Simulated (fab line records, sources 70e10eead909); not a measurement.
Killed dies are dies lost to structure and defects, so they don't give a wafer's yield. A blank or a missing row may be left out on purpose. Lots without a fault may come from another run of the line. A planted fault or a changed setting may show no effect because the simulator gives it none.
Chamber matching | flow nand_harc | NHARC_A_M0_PRE_CLEAN_31 on pecvd-04: 3 sister chambers
The step time 12 s. 6 wafers are shown with their chamber, then 7 later ones without.

WAFERS WITH THEIR CHAMBER
wafer  | chamber | heater_power_w (W)
L586.6 | 1       | 679
L584.3 | 1       | 639
L598.3 | 0       | 639
L598.4 | 2       | 582
L597.1 | 0       | 651
L597.2 | 2       | 630

WAFERS WITHOUT THEIR CHAMBER
wafer  | heater_power_w (W)
L597.6 | 635
L600.4 | 635
L600.5 | 601
L600.6 | 718
L604.1 | 610
L604.5 | 766
L604.6 | 591

WHICH CHAMBER EACH WENT THROUGH
wafer  | from the rows above          | in truth
L597.6 | can't be placed: 0 or 1 or 2 | 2
L600.4 | can't be placed: 0 or 1 or 2 | 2
L600.5 | can't be placed: 2 or 0      | 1
L600.6 | can't be placed: 1 or 0      | 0
L604.1 | can't be placed: 2 or 0 or 1 | 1
L604.5 | can't be placed: 1 or 0      | 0
L604.6 | can't be placed: 2 or 0      | 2
Placed correctly: 0 of 7. Can't be placed from these rows: 7 (the true chamber is among the candidates in 6). Placed wrongly: 0.
How it was worked out, from the rows above alone: a wafer's distance from a chamber is the root of the sum, over the readings, of the square of ((its reading less the chamber's mean) divided by the reading's scatter). The wafer belongs to the nearest chamber; if the next one is less than 2 further off, it can't be placed. A chamber's mean is the mean of its shown wafers. The scatter: the root of (the sum of the squares of (reading less its chamber's mean) over the shown wafers, divided by (wafers less chambers)).
